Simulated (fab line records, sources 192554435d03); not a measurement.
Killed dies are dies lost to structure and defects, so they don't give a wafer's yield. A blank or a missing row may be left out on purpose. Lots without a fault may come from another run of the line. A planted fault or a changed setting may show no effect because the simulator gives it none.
fab line records | flow n5_finfet
record lots=6 wafers=18 last_day=19
route steps=1938 shown BEOL_M7@1278 PASSIVATION@1936
lots that met no fault: from a run of the same line without faults
start_h: hours from the record's first day to the start of the lot's first wafer shown | wait_h: hours since the lot's step before | " the same as in the row above | L1.1+2: a row that stands for several wafers | - no value, or no start given | * or withheld: withheld | < > ~ a bound
route shown NAME@n: a module of which the file shows steps, and the number in the route of the first | usual: mean/standard deviation of fault-free wafers | same: alike in all rows | chamber/n: place in a boat | sites: the reading at each site | _std_site: their standard deviation | _edge_site: outer sites' mean less inner sites' | radius_mm: how far each site lies from the wafer's centre | mask NAME#n: copy n | behind: the tool/chamber that last shaped the wafer | hold: why the lot was held/for how many hours/how that ended | device: the transistor (n, p or np) that didn't switch | end of line: the same wafers' tests at the end of the route | a step without rows: its recipe alone | killed: dies lost to structure and defects at the first sort, not the wafer's yield | map: a wafer's dies, x killed, . not, _ none there
set.NAME: the setting as run; set.NAME@STEP: as run at that earlier step | model.NAME: the simulator's own value behind a step, which no gauge read
lots at some steps of the route; a table a step, a row a wafer
services: from which hour (start_h, from the record's first day; less than 0 if before it) a tool's chamber was out of use, for how many hours, and why
## steps
# step N5_BEOL_M7_INSPECT_13
# recipe mode=adi inspect_instrument=brightfield
# usual raw_defect_count=431/83
# columns lot.wafer tool chamber start_h wait_h raw_defect_count
L221.1 defect_inspect-01 - 236.53 0.0 358
L221.4 " - " " 561
L221.5 " - " " 408
L223.2 defect_inspect-01 - 249.33 0.0 519
L223.3 " - " " 507
L223.6 " - " " 622
L232.1 defect_inspect-01 - 306.62 0.0 568
L232.5 " - " " 490
L232.6 " - " " 394
L233.2 defect_inspect-01 - 318.04 0.0 492
L233.3 " - " " 574
L233.4 " - " " 482
L238.3 defect_inspect-02 - 356.32 0.0 336
L238.4 " - " " 345
L238.6 " - " " 349
L240.1 defect_inspect-02 - 357.18 0.0 500
L240.4 " - " " 476
L240.5 " - " " 466
# step N5_BEOL_M7_DESCUM_16
# recipe chemistry=O2 time_s=7.9 source_power_w=50 bias_power_w=20 pressure_mtorr=20 rf_frequency_hz=2.712e+07 temp_c=40 resist=CAR-ArF o2_flow_sccm=225
# usual drypump_motor_current_A=5.7/0.51 oes_product_au=0.77/0.07 rf_vpp_V=243.1/1.4 showerhead_plenum_p_Torr=2.09/0.067 throttle_valve_pct=20.47/0.26
# columns lot.wafer tool chamber start_h wait_h drypump_motor_current_A oes_product_au rf_hours_counter_h rf_vpp_V showerhead_plenum_p_Torr throttle_valve_pct
L221.1 rie_diel-03 1 236.63 0.1 5.0 0.82 112 242.2 2.02 20.75
L221.4 " 0 " " 5.5 0.90 30 242.7 2.13 20.29
L221.5 " 2 " " 5.1 0.78 - 243.0 2.13 20.52
L223.2 rie_diel-01 1 249.56 0.2 5.8 0.69 211 240.5 2.00 20.66
L223.3 " 2 " " 5.9 0.76 122 245.9 2.20 20.56
L223.6 " 1 " " 5.8 0.69 - 240.9 2.00 20.67
L232.1 rie_diel-01 2 306.65 0.0 5.9 0.74 141 244.3 2.20 20.60
L232.5 " 3 " " 6.3 0.82 - 243.0 2.04 20.20
L232.6 " 0 " " 6.0 0.68 - 243.7 2.09 20.84
L233.2 rie_diel-01 2 318.07 0.0 5.9 0.74 144 245.9 2.20 20.60
L233.3 " 3 " " 6.2 0.82 84 241.5 2.04 20.18
L233.4 " 1 " " 5.8 0.68 233 241.4 1.99 20.67
L238.3 rie_diel-06 2 356.35 0.0 6.0 0.71 208 244.6 2.14 20.28
L238.4 " 3 " " 6.0 0.71 198 241.9 2.09 20.55
L238.6 " 1 " " 5.2 0.84 - 242.8 2.12 20.55
L240.1 rie_diel-06 3 357.21 0.0 6.0 0.72 198 242.0 2.09 20.52
L240.4 " 2 " " 5.9 0.71 208 244.8 2.14 20.31
L240.5 " 0 " " 6.6 0.84 - 246.1 2.11 19.87
# step N5_BEOL_M7_ETCH_61
# recipe chemistry=CF4 target=SiARC target_depth_a=455 mask_material=CAR-ArF time_s=75.8 ion_energy_ev=80 pressure_mtorr=40 source_w=545 bias_w=36 Ar_flow_sccm=100 cf4_flow_sccm=100 ends=cleared
# usual drypump_motor_current_A=5.7/0.51 etch_rf_on_time_s=75.8/1.9 oes_product_au=0.67/0.061 rf_vpp_V=183.9/1.1 showerhead_plenum_p_Torr=2.14/0.067 throttle_valve_pct=15.63/0.23
# columns lot.wafer tool chamber start_h wait_h drypump_motor_current_A etch_rf_on_time_s oes_product_au rf_hours_counter_h rf_vpp_V showerhead_plenum_p_Torr throttle_valve_pct
L221.1 rie_diel-03 1 236.67 0.0 5.0 74.5 0.69 112 183.5 2.07 15.82
L221.4 " 0 " " 5.5 75.7 0.76 30 183.9 2.18 15.47
L221.5 " 2 " " 5.1 75.6 0.67 - 182.2 2.15 15.48
L223.2 rie_diel-01 1 249.60 0.0 5.8 74.9 0.60 211 183.2 2.05 15.87
L223.3 " 2 " " 5.9 78.5 0.65 122 184.9 2.24 15.70
L223.6 " 1 " " 5.8 75.6 0.60 - 182.1 2.05 15.83
L232.1 rie_diel-01 2 306.69 0.0 5.9 77.7 0.64 141 185.1 2.23 15.73
L232.5 " 3 " " 6.2 75.7 0.71 - 182.0 2.07 15.31
L232.6 " 0 " " 6.0 78.4 0.58 - 183.6 2.12 15.90
L233.2 rie_diel-01 2 318.11 0.0 5.9 77.1 0.63 144 186.9 2.23 15.74
L233.3 " 3 " " 6.2 75.6 0.70 84 183.1 2.07 15.31
L233.4 " 1 " " 5.8 75.1 0.59 233 183.3 2.04 15.90
L238.3 rie_diel-06 2 356.39 0.0 6.0 77.7 0.60 208 184.7 2.22 15.77
L238.4 " 3 " " 6.0 79.8 0.60 198 183.9 2.13 15.64
L238.6 " 1 " " 5.2 71.9 0.73 - 183.7 2.18 15.77
L240.1 rie_diel-06 3 357.25 0.0 6.0 80.1 0.60 198 185.1 2.13 15.65
L240.4 " 2 " " 5.9 78.8 0.59 208 185.9 2.22 15.77
L240.5 " 0 " " 6.6 76.2 0.72 - 184.1 2.17 15.17
# step N5_BEOL_M7_ETCH_62
# recipe chemistry=N2/H2 target=SOC target_depth_a=1100 overetch_a=220 mask_material=SiARC temp_c=40 time_s=165 ion_energy_ev=200 pressure_mtorr=30 source_w=840 bias_w=150 n2_flow_sccm=200 h2_flow_sccm=200
# usual drypump_motor_current_A=5.7/0.51 oes_product_au=0.66/0.056 rf_vpp_V=523.7/2.5 showerhead_plenum_p_Torr=2.54/0.082 throttle_valve_pct=17.83/0.25
# columns lot.wafer tool chamber start_h wait_h drypump_motor_current_A oes_product_au rf_hours_counter_h rf_vpp_V showerhead_plenum_p_Torr throttle_valve_pct
L221.1 rie_diel-03 1 236.72 0.0 5.0 0.68 112 521.5 2.46 18.08
L221.4 " 0 " " 5.5 0.75 30 524.8 2.60 17.72
L221.5 " 2 " " 5.1 0.66 - 524.0 2.57 17.85
L223.2 rie_diel-01 1 249.65 0.0 5.8 0.59 211 520.4 2.43 18.03
L223.3 " 2 " " 5.9 0.65 122 528.9 2.65 17.78
L223.6 " 1 " " 5.8 0.60 - 520.0 2.43 18.04
L232.1 rie_diel-01 2 306.75 0.0 5.9 0.64 141 527.0 2.65 17.82
L232.5 " 3 " " 6.2 0.70 - 522.0 2.45 17.41
L232.6 " 0 " " 6.1 0.59 - 522.0 2.52 18.09
L233.2 rie_diel-01 2 318.17 0.0 5.9 0.64 144 527.7 2.64 17.82
L233.3 " 3 " " 6.2 0.69 84 521.4 2.45 17.41
L233.4 " 1 " " 5.8 0.58 233 520.9 2.42 18.07
L238.3 rie_diel-06 2 356.44 0.0 5.9 0.60 208 525.7 2.63 17.88
L238.4 " 3 " " 6.0 0.62 198 523.1 2.51 17.75
L238.6 " 1 " " 5.2 0.70 - 525.7 2.58 18.04
L240.1 rie_diel-06 3 357.30 0.0 6.0 0.62 198 524.0 2.51 17.74
L240.4 " 2 " " 6.0 0.60 208 526.5 2.62 17.89
L240.5 " 0 " " 6.6 0.72 - 524.5 2.58 17.41
# step N5_BEOL_M7_STRIP_68
# recipe chemistry=N2/H2 temp_c=40 n2_flow_sccm=200 h2_flow_sccm=200 rf_frequency_hz=6e+07
# step N5_BEOL_M7_STRIP_67
# recipe chemistry=CF4 resist=SiARC power_w=300 bias_power_w=75 pressure_mtorr=50 cf4_flow_sccm=150 rf_frequency_hz=6e+07
# usual drypump_motor_current_A=5.7/0.51 oes_product_au=0.78/0.066 rf_vpp_V=271.1/1.6 showerhead_plenum_p_Torr=1.79/0.054 throttle_valve_pct=13.61/0.23
# columns lot.wafer tool chamber start_h wait_h drypump_motor_current_A oes_product_au rf_hours_counter_h rf_vpp_V showerhead_plenum_p_Torr throttle_valve_pct
L221.1 rie_diel-03 1 236.87 0.0 5.0 0.80 112 268.7 1.74 13.77
L221.4 " 0 " " 5.5 0.90 30 271.3 1.83 13.41
L221.5 " 2 " " 5.1 0.79 - 271.3 1.79 13.44
L223.2 rie_diel-01 1 249.80 0.0 5.8 0.71 211 269.9 1.72 13.84
L223.3 " 2 " " 5.8 0.77 122 272.9 1.87 13.68
L223.6 " 1 " " 5.8 0.70 - 268.8 1.72 13.84
L232.1 rie_diel-01 2 306.89 0.0 5.8 0.76 141 272.3 1.87 13.73
L232.5 " 3 " " 6.3 0.82 - 271.3 1.74 13.30
L232.6 " 0 " " 6.1 0.69 - 271.6 1.79 13.91
L233.2 rie_diel-01 2 318.31 0.0 5.8 0.76 144 271.7 1.87 13.71
L233.3 " 3 " " 6.2 0.82 84 270.9 1.74 13.33
L233.4 " 1 " " 5.8 0.69 233 269.6 1.72 13.89
L238.3 rie_diel-06 2 356.59 0.0 6.0 0.71 208 271.3 1.85 13.72
L238.4 " 3 " " 6.0 0.72 198 269.1 1.79 13.68
L238.6 " 1 " " 5.2 0.84 - 272.3 1.82 13.67
L240.1 rie_diel-06 3 357.45 0.0 6.0 0.72 198 270.9 1.79 13.65
L240.4 " 2 " " 6.0 0.71 208 272.7 1.85 13.73
L240.5 " 0 " " 6.6 0.85 - 272.0 1.83 13.19
# step N5_BEOL_M7_HM_OPEN_17
# recipe chemistry=Cl2/BCl3 target_depth_a=200 overetch_a=60 target=TiN mask_material=SOC ion_energy_ev=150 pressure_mtorr=10 icp_w=1000 bias_w=126 Cl2_flow_sccm=53.25 bcl3_flow_sccm=21.75 Ar_flow_sccm=25
# step N5_BEOL_M7_STRIP_19
# recipe chemistry=O2 power_w=400 temp_c=40 pressure_mtorr=30 rf_frequency_hz=6e+07 bias_power_w=0 overash_fraction=0.2 o2_flow_sccm=225
# step N5_BEOL_M7_CD_MEAS_18
# recipe pitch_nm=80 target_cd_nm=40
# usual cd_nm=40.0/0.88
# columns lot.wafer tool chamber start_h wait_h cd_nm
L221.1 cd_sem-02 - 237.09 0.0 40.1
L221.4 " - " " 40.0
L221.5 " - " " 40.2
L223.2 cd_sem-02 - 250.02 0.1 39.5
L223.3 " - " " 38.9
L223.6 " - " " 39.2
L232.1 cd_sem-03 - 307.11 0.0 40.0
L232.5 " - " " 41.4
L232.6 " - " " 40.4
L233.2 cd_sem-02 - 318.53 0.1 39.6
L233.3 " - " " 40.4
L233.4 " - " " 41.0
L238.3 cd_sem-01 - 357.15 0.1 41.1
L238.4 " - " " 41.5
L238.6 " - " " 42.4
L240.1 cd_sem-03 - 357.85 0.0 39.8
L240.4 " - " " 39.7
L240.5 " - " " 39.1
# step N5_BEOL_M7_COAT_63
# recipe resist=SOC temp_c=250 time_s=60 spin_rpm=1500 resist_thk_nm=60
# step N5_BEOL_M7_COAT_64
# recipe resist=SiARC temp_c=220 time_s=60 spin_rpm=1500 resist_thk_nm=12
# step N5_BEOL_M7_COAT_71
# recipe resist=underlayer temp_c=205 time_s=60 spin_rpm=1500 resist_thk_nm=5
# step N5_BEOL_M7_COAT_22
# recipe resist=CAR-EUV spin_rpm=1500 resist_thk_nm=30
# usual spin_speed_rpm=1500.1/0.91
# columns lot.wafer tool chamber start_h wait_h spin_speed_rpm model.CAR-EUV_of_BEOL_M7_COAT_22.thk_nm
L221.1 litho_track-05 0 237.14 - 1500.0 30
L221.4 " 0 " " 1500.2 30
L221.5 " 0 " " 1500.5 30
L223.2 litho_track-01 0 251.14 - 1499.7 30
L223.3 " 0 " " 1499.4 30.2
L223.6 " 0 " " 1500.8 30.2
L232.1 litho_track-05 0 310.62 - 1540.2 29.6
L232.5 " 0 " " 1541.7 29.6
L232.6 " 0 " " 1541.7 29.6
L233.2 litho_track-05 0 320.07 - 1540.7 29.6
L233.3 " 0 " " 1541.4 29.6
L233.4 " 0 " " 1540.3 29.6
L238.3 litho_track-02 0 357.20 - 1499.2 30
L238.4 " 0 " " 1501.0 30
L238.6 " 0 " " 1499.2 30
L240.1 litho_track-02 0 358.99 - 1498.4 30
L240.4 " 0 " " 1500.8 30
L240.5 " 0 " " 1499.7 30.2
# step N5_BEOL_M7_EBR_24
# recipe solvent=PGMEA ebr_width_mm=1.5
# step N5_BEOL_M7_SOFTBAKE_23
# recipe temp_c=110 time_s=60 resist=CAR-EUV
# step N5_BEOL_M7_EXPOSE_25
# recipe mask_id=V6 na=0.33 source_shape=annular sigma_inner=0.4 sigma_outer=0.8 polarization=unpolarized target_cd_nm=40 dose_mj=42.5
# step N5_BEOL_M7_PEB_26
# recipe peb_temp_c=100 peb_time_s=60 resist=CAR-EUV
# step N5_BEOL_M7_DEVELOP_27
# recipe develop_time_s=30 developer=TMAH resist=CAR-EUV rinse_liquid=surfactant_rinse dry=air_spin dev_temp_c=23
# step N5_BEOL_M7_CD_MEAS_28
# recipe target_cd_nm=40 landing_energy_ev=500 detector=se_inlens
# usual cd_nm=40.02/0.26
# same landing_energy_ev=500
# columns lot.wafer tool chamber start_h wait_h cd_nm
L221.1 cd_sem-03 0 237.57 - 40.27
L221.4 " 0 " " 39.87
L221.5 " 0 " " 40.04
L223.2 cd_sem-03 0 251.40 - 39.90
L223.3 " 0 " " 39.76
L223.6 " 0 " " 40.11
L232.1 cd_sem-03 0 310.88 - 39.51
L232.5 " 0 " " 39.72
L232.6 " 0 " " 39.87
L233.2 cd_sem-01 0 320.46 - 39.84
L233.3 " 0 " " 39.56
L233.4 " 0 " " 39.87
L238.3 cd_sem-03 0 357.59 - 40.35
L238.4 " 0 " " 39.86
L238.6 " 0 " " 39.87
L240.1 cd_sem-01 0 359.33 - 39.82
L240.4 " 0 " " 40.35
L240.5 " 0 " " 39.99
# step N5_BEOL_M7_OVL_MEAS_29
# recipe points_per_wafer=522
# usual V6_OVL=0.2/0.68
# columns lot.wafer tool chamber start_h wait_h V6_OVL[nm]
L221.1 overlay-02 0 237.60 0.0 0.4
L221.4 " 0 " " 0.9
L221.5 " 0 " " -0.1
L223.2 overlay-02 0 251.43 0.0 0.0
L223.3 " 0 " " 0.2
L223.6 " 0 " " 0.1
L232.1 overlay-02 0 310.91 0.0 -0.1
L232.5 " 0 " " -0.1
L232.6 " 0 " " 0.5
L233.2 overlay-01 0 320.50 0.0 1.1
L233.3 " 0 " " 0.0
L233.4 " 0 " " 0.0
L238.3 overlay-02 0 357.64 0.0 0.3
L238.4 " 0 " " 0.8
L238.6 " 0 " " 1.0
L240.1 overlay-02 0 359.36 0.0 0.9
L240.4 " 0 " " 0.6
L240.5 " 0 " " -0.3
# step N5_BEOL_M7_INSPECT_30
# recipe mode=adi inspect_instrument=brightfield
# usual raw_defect_count=430/81
# columns lot.wafer tool chamber start_h wait_h raw_defect_count
L221.1 defect_inspect-02 - 237.66 0.1 362
L221.4 " - " " 532
L221.5 " - " " 392
L223.2 defect_inspect-02 - 251.49 0.0 490
L223.3 " - " " 491
L223.6 " - " " 619
L232.1 defect_inspect-02 - 310.97 0.1 577
L232.5 " - " " 478
L232.6 " - " " 368
L233.2 defect_inspect-02 - 320.55 0.0 488
L233.3 " - " " 550
L233.4 " - " " 454
L238.3 defect_inspect-02 - 357.68 0.0 330
L238.4 " - " " 350
L238.6 " - " " 360
L240.1 defect_inspect-01 - 359.43 0.1 521
L240.4 " - " " 509
L240.5 " - " " 522
# step N5_BEOL_M7_DESCUM_33
# recipe chemistry=O2 time_s=7 source_power_w=50 bias_power_w=20 pressure_mtorr=20 rf_frequency_hz=2.712e+07 temp_c=40 resist=CAR-EUV o2_flow_sccm=225
# usual drypump_motor_current_A=5.6/0.54 oes_product_au=0.78/0.063 rf_vpp_V=242.9/1.4 showerhead_plenum_p_Torr=2.09/0.062 throttle_valve_pct=20.48/0.25
# columns lot.wafer tool chamber start_h wait_h drypump_motor_current_A oes_product_au rf_hours_counter_h rf_vpp_V showerhead_plenum_p_Torr throttle_valve_pct
L221.1 rie_diel-06 2 237.70 0.0 6.0 0.74 173 243.5 2.16 20.25
L221.4 " 0 " " 6.6 0.89 49 243.9 2.12 19.82
L221.5 " 1 " " 5.2 0.90 - 243.4 2.14 20.50
L223.2 rie_diel-03 1 251.52 0.0 5.0 0.81 117 242.1 2.02 20.74
L223.3 " 0 " " 5.5 0.88 35 244.0 2.13 20.31
L223.6 " 2 " " 5.1 0.77 - 244.2 2.13 20.52
L232.1 rie_diel-03 2 311.00 0.0 5.1 0.76 122 242.3 2.12 20.55
L232.5 " 2 " " 5.1 0.77 - 244.4 2.12 20.56
L232.6 " 1 " " 5.0 0.79 - 240.3 2.01 20.76
L233.2 rie_diel-03 3 320.75 0.2 4.7 0.74 167 242.0 2.01 20.58
L233.3 " 0 " " 5.5 0.86 51 244.3 2.12 20.32
L233.4 " 2 " " 5.1 0.75 125 243.8 2.12 20.55
L238.3 rie_diel-06 3 358.06 0.4 6.0 0.72 198 242.8 2.09 20.52
L238.4 " 0 " " 6.5 0.83 85 244.7 2.11 19.88
L238.6 " 2 " " 6.0 0.71 - 243.7 2.14 20.30
L240.1 rie_diel-06 0 359.84 0.4 6.6 0.83 86 243.8 2.11 19.87
L240.4 " 1 " " 5.2 0.84 67 245.0 2.12 20.57
L240.5 " 2 " " 6.0 0.70 - 244.0 2.14 20.29
# step N5_BEOL_M7_ETCH_72
# recipe chemistry=N2/H2 target=underlayer target_depth_a=65 mask_material=CAR-EUV time_s=5.2 ion_energy_ev=200 pressure_mtorr=30 source_w=840 bias_w=150 n2_flow_sccm=200 h2_flow_sccm=200 ends=cleared
# step N5_BEOL_M7_ETCH_65
# recipe chemistry=CF4 target=SiARC target_depth_a=156 mask_material=CAR-EUV time_s=26 ion_energy_ev=80 pressure_mtorr=40 source_w=545 bias_w=36 Ar_flow_sccm=100 cf4_flow_sccm=100 ends=cleared
# usual drypump_motor_current_A=5.6/0.54 etch_rf_on_time_s=26.0/0.62 oes_product_au=0.66/0.055 rf_vpp_V=184.0/1.1 showerhead_plenum_p_Torr=2.14/0.063 throttle_valve_pct=15.63/0.22
# columns lot.wafer tool chamber start_h wait_h drypump_motor_current_A etch_rf_on_time_s oes_product_au rf_hours_counter_h rf_vpp_V showerhead_plenum_p_Torr throttle_valve_pct model.CAR-EUV_of_BEOL_M7_COAT_22.thk_nm
L221.1 rie_diel-06 2 237.75 0.0 6.0 27.1 0.62 173 185.6 2.23 15.72 11.2
L221.4 " 0 " " 6.6 26.5 0.75 49 185.6 2.18 15.10 11.2
L221.5 " 1 " " 5.2 24.9 0.78 - 184.7 2.19 15.70 11
L223.2 rie_diel-03 1 251.57 0.0 5.0 25.6 0.68 117 183.5 2.07 15.82 11.2
L223.3 " 0 " " 5.5 26.3 0.75 35 184.4 2.18 15.46 11.2
L223.6 " 2 " " 5.1 26.2 0.66 - 183.1 2.15 15.50 11.2
L232.1 rie_diel-03 2 311.05 0.0 5.1 25.3 0.66 122 184.6 2.14 15.53 10.8
L232.5 " 2 " " 5.1 25.4 0.67 - 185.3 2.14 15.53 10.8
L232.6 " 1 " " 5.0 25.4 0.67 - 183.1 2.06 15.84 10.8
L233.2 rie_diel-03 3 320.80 0.0 4.7 25.8 0.63 167 181.6 2.05 15.65 10.8
L233.3 " 0 " " 5.5 26.4 0.73 51 184.7 2.17 15.51 10.8
L233.4 " 2 " " 5.0 25.6 0.66 125 183.6 2.14 15.54 10.8
L238.3 rie_diel-06 3 358.11 0.0 6.0 27.4 0.60 198 184.6 2.13 15.64 11.2
L238.4 " 0 " " 6.6 26.4 0.70 85 184.1 2.17 15.17 11
L238.6 " 2 " " 6.0 26.8 0.60 - 184.4 2.22 15.75 11.2
L240.1 rie_diel-06 0 359.89 0.0 6.6 26.3 0.71 86 183.2 2.17 15.18 11.2
L240.4 " 1 " " 5.2 25.2 0.73 67 184.3 2.18 15.79 11
L240.5 " 2 " " 6.0 27.1 0.59 - 185.8 2.22 15.76 11.4
# step N5_BEOL_M7_ETCH_66
# recipe chemistry=N2/H2 target=SOC target_depth_a=800 overetch_a=160 mask_material=SiARC temp_c=40 time_s=120 ion_energy_ev=200 pressure_mtorr=30 source_w=840 bias_w=150 n2_flow_sccm=200 h2_flow_sccm=200
# step N5_PASSIVATION_PROBE_49
# usual defect_limited_yield=91.6/1.4 killed_at_M0_to_M3=35/10 killed_at_M4_up=13/4.8 killed_at_contacts=12/7.2 killed_at_front_end=36/12 killed_at_other=4/3.1 killed_dies=100/17 killed_open=66/13 killed_short=32/7.3 sort_bin_5_function=5.0/0.94 sort_bin_6_memory=3.1/0.67 sort_bin_8_speed=0.01/0.047 sort_n_pass=1080/17 sort_yield_pct=91.6/1.4
# same gross_dies=1180 killed_at_back_side=0 sort_bin_4_leakage[%]=0
# columns lot.wafer tool chamber start_h wait_h defect_limited_yield[%] killed_at_M0_to_M3 killed_at_M4_up killed_at_contacts killed_at_front_end killed_at_other killed_dies killed_open killed_short sort_bin_5_function[%] sort_bin_6_memory[%] sort_bin_8_speed[%] sort_n_pass sort_yield_pct[%]
L232.1 prober-02 - 407.17 0.0 92.1 39 18 6 28 2 93 72 19 4.8 2.9 0 1087 92.1
L232.5 prober-02 - 407.37 0.2 90.3 49 14 11 38 2 114 77 36 6.0 3.1 0 1066 90.3
L232.6 prober-02 - 407.42 0.3 93.6 30 22 5 18 0 75 52 22 4.3 1.9 0 1105 93.6
# killed by level:class
L232.1 BEOL_M4:geometric_particle:open=12 BEOL_M0_SAQP:geometric_particle:open=9 BEOL_M3:geometric_particle:open=9 BEOL_M1:geometric_particle:open=7 BEOL_M0_SAQP:geometric_particle:short=6 BEOL_M2:geometric_particle:open=6 STI_FIN_REVEAL:geometric_particle:open=5 DUMMY_GATE:geometric_particle:open=5
L232.5 BEOL_M0_SAQP:geometric_particle:short=14 BEOL_M0_SAQP:geometric_particle:open=12 BEOL_M2:geometric_particle:open=12 FIN_SAQP:geometric_particle:open=10 STI_FIN_REVEAL:geometric_particle:open=7 MOL_CONTACT_COAG:geometric_particle:open=7 BEOL_M4:geometric_particle:open=6 MOL_CONTACT_COAG:geometric_particle:short=4
L232.6 BEOL_M4:geometric_particle:open=10 BEOL_M0_SAQP:geometric_particle:short=9 BEOL_M0_SAQP:geometric_particle:open=9 BEOL_M2:geometric_particle:open=6 MOL_CONTACT_COAG:geometric_particle:open=5 BEOL_M6:geometric_particle:open=4 GATE_CUT:geometric_particle:open=3 FIN_SAQP:geometric_particle:open=2
## services
# columns tool chamber start_h hours kind
rie_diel-06 2 224.10 3.8 repair
litho_track-05 - 228.58 - consumable_replace:filter
rie_diel-03 2 257.70 2.6 repair
rie_diel-03 - 281.46 14.6 pm
rie_diel-03 0 348.81 7.2 repair
## key
first_sign step=N5_BEOL_M7_COAT_22 reading=spin_speed_rpm direction=up sigmas=45 usual=* struck=*
effect none on later readings
model_effect step=N5_BEOL_M7_COAT_22 value=CAR-EUV_of_BEOL_M7_COAT_22.thk_nm without=30 struck=29.6
model_effect step=N5_BEOL_M7_ETCH_65 value=CAR-EUV_of_BEOL_M7_COAT_22.thk_nm without=11.2 struck=10.8
met_at N5_BEOL_M7_COAT_22
struck_wafers L232.1,L232.5,L232.6,L233.2,L233.3,L233.4
onset_between 237.14 310.62
fault kind=process_parameter_drift tool=litho_track-05 chamber=- onset_h=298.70 steps=N5_BEOL_M7_COAT_22 channel=spin_rpm offset=* shape=step end_h=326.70 acts_in=* stated=*
